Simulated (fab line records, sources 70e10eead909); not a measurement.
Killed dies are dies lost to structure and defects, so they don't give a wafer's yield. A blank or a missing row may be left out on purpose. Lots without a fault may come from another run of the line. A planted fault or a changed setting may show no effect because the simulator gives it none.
A struck lot beside a sound one | flow nand_harc | 14 steps out of a route of 1159
Sound: wafers L617.3, L617.4, L617.6. Struck: wafers L629.4, L629.5, L629.6. The cause comes at the end.
At each step with rows: each side's tool, then ch and its chambers, then its first start. Under that, the readings that differ: sound wafers | struck wafers | difference of the means | sigmas: that difference in standard deviations of wafers without a fault.
alike: readings whose means differ by less than 2 such deviations, and words and numbers that are the same on both sides. not compared: withheld readings, readings that some wafer has no value for, bounds like >300 that may hide the same value, and numbers for which the record gives no deviation and whose values overlap.
The two part at a step that has a row with sigmas, a row that says differs or no value, or rows on one side only. Numbers that don't overlap but have no deviation are shown without sigmas and don't part them. A reading that every wafer of one side lacks parts them only if that side has two wafers or more.

first, 2 steps without rows for these wafers: NHARC_A_M0_PRE_CLEAN_29 (time 30 s); NHARC_A_M0_PVD_20 (deposits TaN, target thk 5 nm, time 8.06 s).
NHARC_A_M0_PVD_21: deposits Cu, target thk 30 nm, time 20.49 s.
  sound on pvd_sputter-01; struck on pvd_sputter-03
  alike: throttle_valve_pct
then, 1 step without rows for these wafers: NHARC_A_M0_ECD_22 (material Cu, target thk 400 nm).
NHARC_A_M0_ANNEAL_30: time 90 s.
  sound on rtp_anneal-02 ch 0, day 17 18:14; struck on rtp_anneal-01 ch 0, day 20 19:04
  alike: wafer_temp_C_max
NHARC_A_M0_CMP_23: polishes, t overpolish 20 s, target thk 113.75 nm.
  sound on cmp-02 ch 0,1, day 17 18:31; struck on cmp-04 ch 0,2,3, day 20 19:20
  alike: motor_current_A, retaining_ring_pressure_frac, time_to_endpoint_s
NHARC_A_M0_THK_MEAS_24: measures by xrf.
  sound on film_metro-02, day 17 18:48; struck on film_metro-01, day 20 19:35
  alike: thk_nm
then, 1 step without rows for these wafers: NHARC_A_M0_SRD_25.
NHARC_A_M0_INSPECT_27:
  sound on defect_inspect-01, day 17 18:59; struck on defect_inspect-01, day 20 19:44
  alike: raw_defect_count
NHARC_A_M0_PRE_CLEAN_31: time 12 s.
  sound on pecvd-04 ch 0,1,2, day 17 19:04; struck on pecvd-02 ch 0,1,2, day 20 19:50
  alike: heater_power_w
NHARC_A_M0_DEP_32: deposits SiCN, target thk 30 nm.
  sound on pecvd-04 ch 0,1,2, day 17 19:13; struck on pecvd-02 ch 0,1,2, day 20 20:01
  alike: chamber_pressure_Torr, heater_power_outer_w, heater_power_w
NHARC_A_M1_DEP_00: deposits SiOC, target thk 182.5 nm.
  sound on pecvd-03 ch 0,1, day 17 19:38; struck on pecvd-02 ch 0,1,2, day 20 20:25
  no value came back on the struck wafers for chamber_pressure_Torr (Torr), rf_fwd_power_W (W); on the sound wafers chamber_pressure_Torr (Torr) reads 4.997 4.990 4.995
then, 1 step without rows for these wafers: NHARC_A_M1_DEHYDRATE_01 (time 120 s).
NHARC_END_SORT_01:
  the record has rows for the struck wafers here (prober-01 ch 0, day 22 10:37) and none for the sound ones

WHERE THEY PART
First at NHARC_A_M1_DEP_00; last, within this record, at NHARC_END_SORT_01.

WHY: what the simulator had put in
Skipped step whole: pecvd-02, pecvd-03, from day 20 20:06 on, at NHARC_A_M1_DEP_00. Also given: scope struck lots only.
